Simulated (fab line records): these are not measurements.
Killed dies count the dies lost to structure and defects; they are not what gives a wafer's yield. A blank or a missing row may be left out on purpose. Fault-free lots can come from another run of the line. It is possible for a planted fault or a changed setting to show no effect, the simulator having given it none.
fab line records + flow n5Finfet
record
- lots=7
- wafers=39
route steps=1938 shown BEOL_M5@1160 BEOL_M11@1554 BEOL_M15@1827
startH: the number of hours between the record's first day and the start of the first shown wafer of the lot + waitH: hours since the lot's step before + " unchanged from the row above + L1.1+2: several wafers, shown together as one row + - either no value or no given start + * or withheld: withheld + < > ~ a bound
route shown NAME@n: NAME is a module with steps in the file, n the number in the route of the first one + usual: mean/standard deviation taken from wafers without a fault + same: alike in all rows + chamber/n: place in a boat + sites: each site's reading + _std_site: their standard deviation + _edge_site: the outer-site mean with the inner-site mean subtracted + radiusMm: for every site, how far away it sits from the centre of the wafer + mask NAME#n: copy n + behind: the tool/chamber that last shaped the wafer + hold: reason for holding the lot/hours on hold/outcome of the hold + device: which transistor (n, p or np) failed to switch + end of line: the route-end tests of the same wafers + for a step that has no rows: nothing shown but its recipe + killed: dies that structure and defects cost at the first sort, which is not the same as the wafer's yield + map: a wafer's dies, x killed, . not, _ none there
set.NAME: the setting as run; set.NAME@STEP: as run at that earlier step + model.NAME: the simulator's own value behind a step, which no gauge read
lots where settings were altered on purpose, with a table for each step and a row for each wafer
## steps
# step N5_BEOL_M5_TRENCH_ETCH_37
# recipe
- chemistry=C4F6/O2
- targetDepthA=716.52
- target=SiCOH_lowk
- timeS=24.7
- ionEnergyEv=250
- pressureMtorr=30
- sourceW=345
- biasW=185
- Ar_flow_sccm=300
- C4F6_flow_sccm=10
- O2_flow_sccm=10
| lot.wafer | tool       | chamber | startH | waitH | set.targetDepthA | model.BEOL_M5.featureDepthNm | model.etch.depthNm | model.TiN_of_BEOL_M5_HM_DEP_02.thkNm |
|-----------|------------|---------|--------|-------|------------------|------------------------------|--------------------|--------------------------------------|
| L075.1    | rieDiel-01 | 1       | -      | -     | 716.52           | 71.8                         | 71.74              | 17.6                                 |
| L075.2    | "          | 0       | "      | "     | 1044             | 102                          | 102.1              | 17.2                                 |
| L075.3    | "          | 2       | "      | "     | 1044             | 102.2                        | 102.2              | 16.6                                 |
| L075.4    | "          | 0       | "      | "     | 716.52           | 70                           | 70.02              | 17.8                                 |
| L075.5    | "          | 1       | "      | "     | 716.52           | 71.6                         | 71.53              | 17.4                                 |
| L075.6    | "          | 2       | "      | "     | 1044             | 102                          | 102.1              | 16.6                                 |
| L077.1    | rieDiel-06 | 1       | -      | -     | 716.52           | 72.4                         | 72.35              | 17.8                                 |
| L077.2    | "          | 0       | "      | "     | 716.52           | 71                           | 70.91              | 18.4                                 |
| L077.3    | "          | 2       | "      | "     | 716.52           | 70.8                         | 70.85              | 17.8                                 |
| L076.1    | rieDiel-01 | 3       | -      | -     | 716.52           | 71.8                         | 71.71              | 17.6                                 |
| L076.2    | "          | 0       | "      | "     | 716.52           | 70                           | 70.02              | 18.2                                 |
| L076.3    | "          | 2       | "      | "     | 1096             | 109.2                        | 109.1              | 16.6                                 |
| L076.4    | "          | 3       | "      | "     | 1096             | 109.4                        | 109.4              | 16.6                                 |
| L076.5    | "          | 0       | "      | "     | 716.52           | 69.8                         | 69.8               | 17.6                                 |
| L076.6    | "          | 2       | "      | "     | 1096             | 107.6                        | 107.6              | 17                                   |
| L079.1    | rieDiel-01 | 1       | -      | -     | 1096             | 109.2                        | 109.2              | 16.6                                 |
| L079.2    | "          | 2       | "      | "     | 716.52           | 70.4                         | 70.49              | 17.6                                 |
| L079.3    | "          | 3       | "      | "     | 1096             | 109                          | 109                | 16.6                                 |
| L079.4    | "          | 0       | "      | "     | 716.52           | 69.4                         | 69.38              | 18.2                                 |
| L079.5    | "          | 2       | "      | "     | 1096             | 107.6                        | 107.5              | 16.6                                 |
| L079.6    | "          | 3       | "      | "     | 716.52           | 71.6                         | 71.65              | 18                                   |
| L085.1    | rieDiel-05 | 1       | -      | -     | 716.52           | 70.8                         | 70.88              | 17.8                                 |
| L085.2    | "          | 2       | "      | "     | 716.52           | 72                           | 71.95              | 17.8                                 |
| L085.3    | "          | 0       | "      | "     | 716.52           | 70.6                         | 70.62              | 18                                   |
| L085.4    | "          | 3       | "      | "     | 716.52           | 73.8                         | 73.72              | 17.6                                 |
| L085.5    | "          | 0       | "      | "     | 716.52           | 70.8                         | 70.75              | 17.8                                 |
| L085.6    | "          | 3       | "      | "     | 716.52           | 73.6                         | 73.63              | 18                                   |
| L091.1    | rieDiel-05 | 3       | -      | -     | 716.52           | 73                           | 73.02              | 17.6                                 |
| L091.2    | "          | 1       | "      | "     | 716.52           | 69.4                         | 69.35              | 17.8                                 |
| L091.3    | "          | 0       | "      | "     | 716.52           | 70.8                         | 70.89              | 18                                   |
| L091.4    | "          | 2       | "      | "     | 716.52           | 71.2                         | 71.26              | 17.8                                 |
| L091.5    | "          | 2       | "      | "     | 716.52           | 71.2                         | 71.19              | 17.8                                 |
| L091.6    | "          | 3       | "      | "     | 716.52           | 73.2                         | 73.16              | 17.6                                 |
| L093.1    | rieDiel-01 | 0       | -      | -     | 325.6            | 32                           | 31.98              | 18.6                                 |
| L093.2    | "          | 1       | "      | "     | 716.52           | 71.2                         | 71.12              | 17.8                                 |
| L093.3    | "          | 3       | "      | "     | 716.52           | 72.4                         | 72.46              | 17                                   |
| L093.4    | "          | 1       | "      | "     | 325.6            | 32.4                         | 32.49              | 18.8                                 |
| L093.5    | "          | 3       | "      | "     | 716.52           | 72.6                         | 72.58              | 17.6                                 |
| L093.6    | "          | 0       | "      | "     | 325.6            | 32                           | 31.91              | 18.2                                 |
# step N5_BEOL_M5_ETCH_41
# recipe
- chemistry=CH3F/O2
- target=SiCN
- targetDepthA=315
- taperDeg=2
- timeS=56.7
- ionEnergyEv=120
- maskMaterial=TiN
- pressureMtorr=30
- sourceW=395
- biasW=75
- Ar_flow_sccm=150
- CH3F_flow_sccm=30
- O2_flow_sccm=20
# step N5_BEOL_M5_STRIP_91
# recipe
- chemistry=N2/H2
- timeS=10
- powerW=450
- tempC=40
- pressureMtorr=20
- rfFrequencyHz=6e+07
- biasPowerW=7
- n2FlowSccm=200
- h2FlowSccm=200
# step N5_BEOL_M5_OCD_MEAS_38
# usual
- trenchDepthNm=71.1/1.3
| lot.wafer | tool   | chamber | startH | waitH | set.targetDepthA@BEOL_M5_TRENCH_ETCH_37 | trenchDepthNm |
|-----------|--------|---------|--------|-------|-----------------------------------------|---------------|
| L075.1    | ocd-01 | -       | 192.17 | -     | 716.52                                  | 71.4          |
| L075.2    | "      | -       | "      | "     | 1044                                    | 102.3         |
| L075.3    | "      | -       | "      | "     | 1044                                    | 102.2         |
| L075.4    | "      | -       | "      | "     | 716.52                                  | 70.1          |
| L075.5    | "      | -       | "      | "     | 716.52                                  | 71.8          |
| L075.6    | "      | -       | "      | "     | 1044                                    | 102.1         |
| L077.1    | ocd-02 | -       | 234.83 | -     | 716.52                                  | 72.4          |
| L077.2    | "      | -       | "      | "     | 716.52                                  | 70.4          |
| L077.3    | "      | -       | "      | "     | 716.52                                  | 70.8          |
| L076.1    | ocd-02 | -       | 245.11 | -     | 716.52                                  | 71.7          |
| L076.2    | "      | -       | "      | "     | 716.52                                  | 69.5          |
| L076.3    | "      | -       | "      | "     | 1096                                    | 109.4         |
| L076.4    | "      | -       | "      | "     | 1096                                    | 109.6         |
| L076.5    | "      | -       | "      | "     | 716.52                                  | 69.6          |
| L076.6    | "      | -       | "      | "     | 1096                                    | 107.9         |
| L079.1    | ocd-01 | -       | 262.11 | -     | 1096                                    | 109.2         |
| L079.2    | "      | -       | "      | "     | 716.52                                  | 70.8          |
| L079.3    | "      | -       | "      | "     | 1096                                    | 108.8         |
| L079.4    | "      | -       | "      | "     | 716.52                                  | 69.6          |
| L079.5    | "      | -       | "      | "     | 1096                                    | 108.1         |
| L079.6    | "      | -       | "      | "     | 716.52                                  | 71.5          |
| L085.1    | ocd-02 | -       | 281.33 | -     | 716.52                                  | 70.9          |
| L085.2    | "      | -       | "      | "     | 716.52                                  | 71.8          |
| L085.3    | "      | -       | "      | "     | 716.52                                  | 70.8          |
| L085.4    | "      | -       | "      | "     | 716.52                                  | 73.3          |
| L085.5    | "      | -       | "      | "     | 716.52                                  | 70.4          |
| L085.6    | "      | -       | "      | "     | 716.52                                  | 73.7          |
| L091.1    | ocd-01 | -       | 303.64 | -     | 716.52                                  | 73.1          |
| L091.2    | "      | -       | "      | "     | 716.52                                  | 69.4          |
| L091.3    | "      | -       | "      | "     | 716.52                                  | 70.5          |
| L091.4    | "      | -       | "      | "     | 716.52                                  | 71.4          |
| L091.5    | "      | -       | "      | "     | 716.52                                  | 70.9          |
| L091.6    | "      | -       | "      | "     | 716.52                                  | 73.4          |
| L093.1    | ocd-01 | -       | 323.59 | -     | 325.6                                   | 32.1          |
| L093.2    | "      | -       | "      | "     | 716.52                                  | 70.9          |
| L093.3    | "      | -       | "      | "     | 716.52                                  | 72.3          |
| L093.4    | "      | -       | "      | "     | 325.6                                   | 32.7          |
| L093.5    | "      | -       | "      | "     | 716.52                                  | 72.1          |
| L093.6    | "      | -       | "      | "     | 325.6                                   | 31.8          |
# step N5_BEOL_M5_HM_STRIP_39
# recipe
- chemistry=peroxideTinStrip
- material=TiN
- targetDepthA=250
- tempC=50
- timeS=158
# step N5_BEOL_M5_SRD_40
# recipe
- timeS=30
- tempC=23
- rinseLiquid=diw
- dry=ipaMarangoni
# step N5_BEOL_M5_ECD_50
# recipe
- material=Cu
- targetThkA=3000
# step N5_BEOL_M5_ANNEAL_51
# recipe
- tempC=225
- timeS=90
- ambient=N2
# step N5_BEOL_M5_CMP_52
# recipe
- stopOn=SiCOH_lowk
- tOverpolishS=6.9
- downForcePsi=1
- platenRpm=50
- clearingPlatenDownForcePsi=1.5
- clearingPlatenRpm=50
- postCmpClean=cuAlkaline
- targetThkNm=62
- clearingPlatenPadVelocityMS=0.99484
- padVelocityMS=0.99484
| lot.wafer | tool   | chamber | startH | waitH | set.targetDepthA@BEOL_M5_TRENCH_ETCH_37 | model.Cu_of_BEOL_M5_ECD_50.thkNm |
|-----------|--------|---------|--------|-------|-----------------------------------------|----------------------------------|
| L075.4    | cmp-02 | 0       | 198.26 | 0.1   | 716.52                                  | 60.4                             |
| L075.1    | "      | 1       | "      | "     | 716.52                                  | 61.8                             |
| L075.3+2  | "      | 2,3     | "      | "     | 1044                                    | 94                               |
| L075.5    | "      | 0       | "      | "     | 716.52                                  | 61.4                             |
| L075.6    | "      | 1       | "      | "     | 1044                                    | 93.2                             |
| L077.3    | cmp-02 | 2       | 241.53 | 0.2   | 716.52                                  | 62.4                             |
| L077.2    | "      | 3       | "      | "     | 716.52                                  | 63.6                             |
| L077.1    | "      | 0       | "      | "     | 716.52                                  | 61.8                             |
| L076.2    | cmp-04 | 3       | 251.95 | 0.2   | 716.52                                  | 58                               |
| L076.1    | "      | 0       | "      | "     | 716.52                                  | 62                               |
| L076.3    | "      | 1       | "      | "     | 1096                                    | 100                              |
| L076.4    | "      | 2       | "      | "     | 1096                                    | 98.4                             |
| L076.5    | "      | 3       | "      | "     | 716.52                                  | 59                               |
| L076.6    | "      | 0       | "      | "     | 1096                                    | 96.6                             |
| L079.3    | cmp-02 | 2       | 268.46 | 0.2   | 1096                                    | 100.2                            |
| L079.1    | "      | 3       | "      | "     | 1096                                    | 101.2                            |
| L079.4    | "      | 0       | "      | "     | 716.52                                  | 58                               |
| L079.2    | "      | 1       | "      | "     | 716.52                                  | 61.6                             |
| L079.6    | "      | 2       | "      | "     | 716.52                                  | 62.8                             |
| L079.5    | "      | 3       | "      | "     | 1096                                    | 98.6                             |
| L085.4    | cmp-03 | 1       | 289.11 | 0.1   | 716.52                                  | 64.6                             |
| L085.2    | "      | 2       | "      | "     | 716.52                                  | 62.8                             |
| L085.1    | "      | 3       | "      | "     | 716.52                                  | 61.2                             |
| L085.3    | "      | 0       | "      | "     | 716.52                                  | 59.6                             |
| L085.5    | "      | 1       | "      | "     | 716.52                                  | 62.6                             |
| L085.6    | "      | 2       | "      | "     | 716.52                                  | 65.4                             |
| L091.1    | cmp-03 | 1       | 310.04 | 0.3   | 716.52                                  | 64.6                             |
| L091.2    | "      | 2       | "      | "     | 716.52                                  | 61.4                             |
| L091.3    | "      | 3       | "      | "     | 716.52                                  | 61.6                             |
| L091.4    | "      | 0       | "      | "     | 716.52                                  | 61                               |
| L091.6    | "      | 1       | "      | "     | 716.52                                  | 66                               |
| L091.5    | "      | 2       | "      | "     | 716.52                                  | 62.6                             |
| L093.2    | cmp-02 | 2       | 330.81 | 0.2   | 716.52                                  | 63                               |
| L093.1    | "      | 3       | "      | "     | 325.6                                   | 26                               |
| L093.3    | "      | 0       | "      | "     | 716.52                                  | 61.4                             |
| L093.4    | "      | 1       | "      | "     | 325.6                                   | 24.4                             |
| L093.6    | "      | 2       | "      | "     | 325.6                                   | 23.4                             |
| L093.5    | "      | 3       | "      | "     | 716.52                                  | 64.6                             |
# step N5_BEOL_M5_THK_MEAS_53
# recipe
- thkMeasGauge=xrf
- reads=Cu_of_BEOL_M5_ECD_50
# usual
- M5_THK=60.4/1.7
| lot.wafer | tool         | chamber | startH | waitH | set.targetDepthA@BEOL_M5_TRENCH_ETCH_37 | M5_THK[nm] |
|-----------|--------------|---------|--------|-------|-----------------------------------------|------------|
| L075.1    | filmMetro-02 | -       | 198.56 | -     | 716.52                                  | 61.7       |
| L075.2    | "            | -       | "      | "     | 1044                                    | 93.3       |
| L075.3    | "            | -       | "      | "     | 1044                                    | 93.6       |
| L075.4    | "            | -       | "      | "     | 716.52                                  | 59.8       |
| L075.5    | "            | -       | "      | "     | 716.52                                  | 61.2       |
| L075.6    | "            | -       | "      | "     | 1044                                    | 92.8       |
| L077.1    | filmMetro-02 | -       | 241.78 | -     | 716.52                                  | 61.3       |
| L077.2    | "            | -       | "      | "     | 716.52                                  | 63.3       |
| L077.3    | "            | -       | "      | "     | 716.52                                  | 61.8       |
| L076.1    | filmMetro-02 | -       | 252.25 | -     | 716.52                                  | 61.6       |
| L076.2    | "            | -       | "      | "     | 716.52                                  | 57.4       |
| L076.3    | "            | -       | "      | "     | 1096                                    | 99.5       |
| L076.4    | "            | -       | "      | "     | 1096                                    | 98.0       |
| L076.5    | "            | -       | "      | "     | 716.52                                  | 58.6       |
| L076.6    | "            | -       | "      | "     | 1096                                    | 96.5       |
| L079.1    | filmMetro-02 | -       | 268.76 | -     | 1096                                    | 100.6      |
| L079.2    | "            | -       | "      | "     | 716.52                                  | 61.7       |
| L079.3    | "            | -       | "      | "     | 1096                                    | 100.0      |
| L079.4    | "            | -       | "      | "     | 716.52                                  | 57.9       |
| L079.5    | "            | -       | "      | "     | 1096                                    | 98.7       |
| L079.6    | "            | -       | "      | "     | 716.52                                  | 62.5       |
| L085.1    | filmMetro-01 | -       | 289.40 | -     | 716.52                                  | 60.1       |
| L085.2    | "            | -       | "      | "     | 716.52                                  | 61.7       |
| L085.3    | "            | -       | "      | "     | 716.52                                  | 58.6       |
| L085.4    | "            | -       | "      | "     | 716.52                                  | 63.2       |
| L085.5    | "            | -       | "      | "     | 716.52                                  | 61.4       |
| L085.6    | "            | -       | "      | "     | 716.52                                  | 64.0       |
| L091.1    | filmMetro-01 | -       | 310.33 | -     | 716.52                                  | 63.4       |
| L091.2    | "            | -       | "      | "     | 716.52                                  | 60.1       |
| L091.3    | "            | -       | "      | "     | 716.52                                  | 60.3       |
| L091.4    | "            | -       | "      | "     | 716.52                                  | 59.7       |
| L091.5    | "            | -       | "      | "     | 716.52                                  | 61.4       |
| L091.6    | "            | -       | "      | "     | 716.52                                  | 64.4       |
| L093.1    | filmMetro-01 | -       | 331.11 | -     | 325.6                                   | 25.7       |
| L093.2    | "            | -       | "      | "     | 716.52                                  | 61.8       |
| L093.3    | "            | -       | "      | "     | 716.52                                  | 60.4       |
| L093.4    | "            | -       | "      | "     | 325.6                                   | 24.0       |
| L093.5    | "            | -       | "      | "     | 716.52                                  | 63.7       |
| L093.6    | "            | -       | "      | "     | 325.6                                   | 22.9       |
# step N5_BEOL_M5_PRE_CLEAN_77
# recipe
- gas=NH3/H2
- timeS=15
- tempC=*
- rfPowerW=300
# step N5_BEOL_M5_CO_CAP_78
# recipe
- material=Co
- targetThkA=20
- tempC=200
- precursor=CCTBA/H2
- pressureTorr=30
- timeS=102.1
# step N5_BEOL_M5_PRE_CLEAN_55
# recipe
- gas=NH3
- timeS=15
- tempC=withheld
- rfPowerW=300
# step N5_BEOL_M5_DEP_56
# recipe
- material=SiCN
- targetThkA=80
- tempC=withheld
- precursor=3MS/NH3
- pressureTorr=3
- rfW=202
- timeS=14
# step N5_BEOL_M5_RS_MEAS_57
# recipe
- thkMeasGauge=four-point-probe
- reads=Co_of_BEOL_M5_CO_CAP_78+Cu_of_BEOL_M5_ECD_50+Co_of_BEOL_M5_CVD_47+TaN_of_BEOL_M5_ALD_86
# usual
- M5_RS=0.393/0.013
| lot.wafer | tool         | chamber | startH | waitH | set.targetDepthA@BEOL_M5_TRENCH_ETCH_37 | M5_RS[ohm/sq] |
|-----------|--------------|---------|--------|-------|-----------------------------------------|---------------|
| L075.1    | filmMetro-02 | -       | 198.82 | 0.0   | 716.52                                  | 0.388         |
| L075.2    | "            | -       | "      | "     | 1044                                    | 0.236         |
| L075.3    | "            | -       | "      | "     | 1044                                    | 0.236         |
| L075.4    | "            | -       | "      | "     | 716.52                                  | 0.400         |
| L075.5    | "            | -       | "      | "     | 716.52                                  | 0.391         |
| L075.6    | "            | -       | "      | "     | 1044                                    | 0.239         |
| L077.1    | filmMetro-02 | -       | 242.04 | 0.0   | 716.52                                  | 0.387         |
| L077.2    | "            | -       | "      | "     | 716.52                                  | 0.375         |
| L077.3    | "            | -       | "      | "     | 716.52                                  | 0.384         |
| L076.1    | filmMetro-01 | -       | 252.51 | 0.0   | 716.52                                  | 0.387         |
| L076.2    | "            | -       | "      | "     | 716.52                                  | 0.420         |
| L076.3    | "            | -       | "      | "     | 1096                                    | 0.220         |
| L076.4    | "            | -       | "      | "     | 1096                                    | 0.224         |
| L076.5    | "            | -       | "      | "     | 716.52                                  | 0.411         |
| L076.6    | "            | -       | "      | "     | 1096                                    | 0.229         |
| L079.1    | filmMetro-01 | -       | 269.02 | 0.0   | 1096                                    | 0.217         |
| L079.2    | "            | -       | "      | "     | 716.52                                  | 0.389         |
| L079.3    | "            | -       | "      | "     | 1096                                    | 0.220         |
| L079.4    | "            | -       | "      | "     | 716.52                                  | 0.418         |
| L079.5    | "            | -       | "      | "     | 1096                                    | 0.224         |
| L079.6    | "            | -       | "      | "     | 716.52                                  | 0.381         |
| L085.1    | filmMetro-02 | -       | 289.75 | 0.0   | 716.52                                  | 0.392         |
| L085.2    | "            | -       | "      | "     | 716.52                                  | 0.381         |
| L085.3    | "            | -       | "      | "     | 716.52                                  | 0.405         |
| L085.4    | "            | -       | "      | "     | 716.52                                  | 0.368         |
| L085.5    | "            | -       | "      | "     | 716.52                                  | 0.383         |
| L085.6    | "            | -       | "      | "     | 716.52                                  | 0.363         |
| L091.1    | filmMetro-01 | -       | 310.62 | 0.1   | 716.52                                  | 0.369         |
| L091.2    | "            | -       | "      | "     | 716.52                                  | 0.391         |
| L091.3    | "            | -       | "      | "     | 716.52                                  | 0.392         |
| L091.4    | "            | -       | "      | "     | 716.52                                  | 0.394         |
| L091.5    | "            | -       | "      | "     | 716.52                                  | 0.382         |
| L091.6    | "            | -       | "      | "     | 716.52                                  | 0.359         |
| L093.1    | filmMetro-01 | -       | 331.42 | 0.0   | 325.6                                   | 1.181         |
| L093.2    | "            | -       | "      | "     | 716.52                                  | 0.379         |
| L093.3    | "            | -       | "      | "     | 716.52                                  | 0.392         |
| L093.4    | "            | -       | "      | "     | 325.6                                   | 1.294         |
| L093.5    | "            | -       | "      | "     | 716.52                                  | 0.368         |
| L093.6    | "            | -       | "      | "     | 325.6                                   | 1.375         |
# step N5_BEOL_M11_ETCH_62
# recipe
- chemistry=N2/H2
- target=SOC
- targetDepthA=1100
- overetchA=220
- maskMaterial=SiARC
- tempC=40
- timeS=165
- ionEnergyEv=200
- pressureMtorr=30
- sourceW=840
- biasW=150
- n2FlowSccm=200
- h2FlowSccm=200
| lot.wafer | tool       | chamber | startH | waitH | set.timeS | model.etch.depthNm | model.SiARC_of_BEOL_M11_COAT_60.thkNm |
|-----------|------------|---------|--------|-------|-----------|--------------------|---------------------------------------|
| L075.1    | rieDiel-05 | 3       | 242.37 | 0.0   | 165       | 99.97              | 23                                    |
| L075.2    | "          | 2       | "      | "     | 69.2      | 49.96              | 27.6                                  |
| L075.3    | "          | 0       | "      | "     | 165       | 100.1              | 23.8                                  |
| L075.4    | "          | 1       | "      | "     | 69.2      | 54.88              | 27.2                                  |
| L075.5    | "          | 1       | "      | "     | 165       | 100                | 23.6                                  |
| L075.6    | "          | 2       | "      | "     | 69.2      | 50.22              | 27.4                                  |
| L077.1    | rieDiel-06 | 0       | 295.04 | 0.0   | 165       | 100.3              | 23.6                                  |
| L077.2    | "          | 3       | "      | "     | 165       | 99.72              | 24.2                                  |
| L077.3    | "          | 1       | "      | "     | 165       | 99.96              | 23.8                                  |
| L076.1    | rieDiel-06 | 2       | 301.43 | 0.0   | 165       | 100.9              | 23.8                                  |
| L076.2    | "          | 3       | "      | "     | 123.7     | 93.83              | 25.6                                  |
| L076.3    | "          | 0       | "      | "     | 165       | 100.7              | 23.6                                  |
| L076.4    | "          | 1       | "      | "     | 123.7     | 100.7              | 25.2                                  |
| L076.5    | "          | 1       | "      | "     | 165       | 100.3              | 23.8                                  |
| L076.6    | "          | 2       | "      | "     | 123.7     | 96.37              | 25.4                                  |
| L079.1    | rieDiel-06 | 1       | 318.57 | 0.0   | 66.44     | 54.74              | 27.4                                  |
| L079.2    | "          | 3       | "      | "     | 66.44     | 51.88              | 27.4                                  |
| L079.3    | "          | 2       | "      | "     | 66.44     | 53.25              | 27.4                                  |
| L079.4    | "          | 0       | "      | "     | 165       | 100.1              | 23.4                                  |
| L079.5    | "          | 2       | "      | "     | 165       | 100.3              | 23.6                                  |
| L079.6    | "          | 3       | "      | "     | 165       | 100.3              | 23.8                                  |
| L085.1+5  | rieDiel-05 | 2,0     | 340.98 | 0.0   | 134.4     | 100.2              | 25                                    |
| L085.2    | "          | 0       | "      | "     | 165       | 100.4              | 23.8                                  |
| L085.3    | "          | 3       | "      | "     | 134.4     | 100.2              | 24.4                                  |
| L085.4    | "          | 1       | "      | "     | 165       | 100.3              | 23.6                                  |
| L085.6    | "          | 1       | "      | "     | 165       | 100.2              | 23.4                                  |
| L091.1    | rieDiel-06 | 3       | 357.89 | 0.0   | 101.7     | 77.44              | 26.2                                  |
| L091.2    | "          | 2       | "      | "     | 165       | 99.83              | 23.8                                  |
| L091.3    | "          | 0       | "      | "     | 101.7     | 81.14              | 26                                    |
| L091.4    | "          | 2       | "      | "     | 101.7     | 80.08              | 26.2                                  |
| L091.5    | "          | 3       | "      | "     | 165       | 99.58              | 23.8                                  |
| L091.6    | "          | 0       | "      | "     | 165       | 99.75              | 23.6                                  |
| L093.1    | rieDiel-05 | 0       | 375.10 | 0.0   | 220.8     | 100.2              | 21.8                                  |
| L093.2    | "          | 2       | "      | "     | 220.8     | 100.4              | 22                                    |
| L093.3    | "          | 1       | "      | "     | 165       | 100.3              | 23.6                                  |
| L093.4    | "          | 3       | "      | "     | 220.8     | 100.3              | 20.8                                  |
| L093.5    | "          | 0       | "      | "     | 165       | 100.3              | 23.8                                  |
| L093.6    | "          | 1       | "      | "     | 165       | 100                | 23.6                                  |
# step N5_BEOL_M15_DEP_53
# recipe
- material=SiCN
- targetThkA=500
- tempC=withheld
- precursor=3MS/NH3
- pressureTorr=3
- rfW=675
- timeS=17.8
| lot.wafer | tool     | chamber | startH | waitH | set.timeS | model.SiCN_of_BEOL_M15_DEP_53.thkNm |
|-----------|----------|---------|--------|-------|-----------|-------------------------------------|
| L075.1    | pecvd-02 | 0       | 273.49 | 0.0   | 17.8      | 49.4                                |
| L075.2    | "        | 2       | "      | "     | 17.8      | 49.6                                |
| L075.3+5  | "        | 1       | "      | "     | 17.8      | 48.4                                |
| L075.4    | "        | 2       | "      | "     | 17.8      | 49.8                                |
| L075.6    | "        | 0       | "      | "     | 17.8      | 50.2                                |
| L077.1    | pecvd-03 | 2       | 320.85 | 0.0   | 17.8      | 49                                  |
| L077.2    | "        | 0       | "      | "     | 17.8      | 49.8                                |
| L077.3    | "        | 1       | "      | "     | 17.8      | 49.4                                |
| L076.1+2  | pecvd-01 | 0,1     | 330.54 | 0.0   | 17.8      | 50.2                                |
| L076.3    | "        | 2       | "      | "     | 17.8      | 50.8                                |
| L076.4    | "        | 2       | "      | "     | 17.8      | 51.2                                |
| L076.5+6  | "        | 0,1     | "      | "     | 17.8      | 50.4                                |
| L079.1    | pecvd-03 | 2       | 348.98 | 0.0   | 17.8      | 48.8                                |
| L079.2    | "        | 0       | "      | "     | 17.8      | 49.6                                |
| L079.3    | "        | 1       | "      | "     | 17.8      | 49                                  |
| L079.4    | "        | 2       | "      | "     | 17.8      | 49.8                                |
| L079.5    | "        | 1       | "      | "     | 17.8      | 50                                  |
| L079.6    | "        | 0       | "      | "     | 17.8      | 50.2                                |
| L085.1    | pecvd-01 | 0       | 371.24 | 0.0   | 10.19     | 28.6                                |
| L085.2    | "        | 2       | "      | "     | 10.19     | 30.2                                |
| L085.3    | "        | 1       | "      | "     | 17.8      | 49.2                                |
| L085.4    | "        | 1       | "      | "     | 17.8      | 50.4                                |
| L085.5    | "        | 2       | "      | "     | 17.8      | 51.8                                |
| L085.6    | "        | 0       | "      | "     | 10.19     | 29.8                                |
| L091.1    | pecvd-01 | 1       | 391.06 | 0.0   | 17.8      | 49.2                                |
| L091.2    | "        | 0       | "      | "     | 17.8      | 50                                  |
| L091.3    | "        | 2       | "      | "     | 21.6      | 61                                  |
| L091.4    | "        | 0       | "      | "     | 21.6      | 60.6                                |
| L091.5    | "        | 2       | "      | "     | 17.8      | 51.4                                |
| L091.6    | "        | 1       | "      | "     | 21.6      | 60.4                                |
| L093.1    | pecvd-02 | 2       | 403.56 | 0.0   | 17.8      | 50                                  |
| L093.2    | "        | 1       | "      | "     | 12.91     | 36.4                                |
| L093.3+6  | "        | 0,2     | "      | "     | 12.91     | 37                                  |
| L093.4    | "        | 0       | "      | "     | 17.8      | 50.8                                |
| L093.5    | "        | 1       | "      | "     | 17.8      | 50.4                                |
## key
split
- step=N5_BEOL_M5_TRENCH_ETCH_37
- setting=targetDepthA
- stated=716.52
- by=wafer
response
- step=N5_BEOL_M5_TRENCH_ETCH_37
- reading=model.BEOL_M5.featureDepthNm
- change=+0.715
- per=1%
- r=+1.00
response
- step=N5_BEOL_M5_TRENCH_ETCH_37
- reading=model.etch.depthNm
- change=+0.715
- per=1%
- r=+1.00
response
- step=N5_BEOL_M5_TRENCH_ETCH_37
- reading=model.TiN_of_BEOL_M5_HM_DEP_02.thkNm
- change=-0.0208
- per=1%
- r=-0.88
response
- step=N5_BEOL_M5_OCD_MEAS_38
- reading=trenchDepthNm
- change=+0.716
- per=1%
- r=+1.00
response
- step=N5_BEOL_M5_CMP_52
- reading=model.Cu_of_BEOL_M5_ECD_50.thkNm
- change=+0.722
- per=1%
- r=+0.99
response
- step=N5_BEOL_M5_THK_MEAS_53
- reading=M5_THK
- change=+0.718
- per=1%
- r=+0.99
response
- step=N5_BEOL_M5_RS_MEAS_57
- reading=M5_RS
- shape=bent
- atLowest=1.283
- atStated=0.387
- atHighest=0.222
split
- step=N5_BEOL_M11_ETCH_62
- setting=timeS
- stated=165
- by=wafer
response
- step=N5_BEOL_M11_ETCH_62
- reading=model.etch.depthNm
- shape=bent
- atLowest=53.29
- atStated=100.2
- atHighest=100.3
response
- step=N5_BEOL_M11_ETCH_62
- reading=model.SiARC_of_BEOL_M11_COAT_60.thkNm
- change=-0.0649
- per=1%
- r=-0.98
split
- step=N5_BEOL_M15_DEP_53
- setting=timeS
- stated=17.8
- by=wafer
response
- step=N5_BEOL_M15_DEP_53
- reading=model.SiCN_of_BEOL_M15_DEP_53.thkNm
- change=+0.491
- per=1%
- r=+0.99
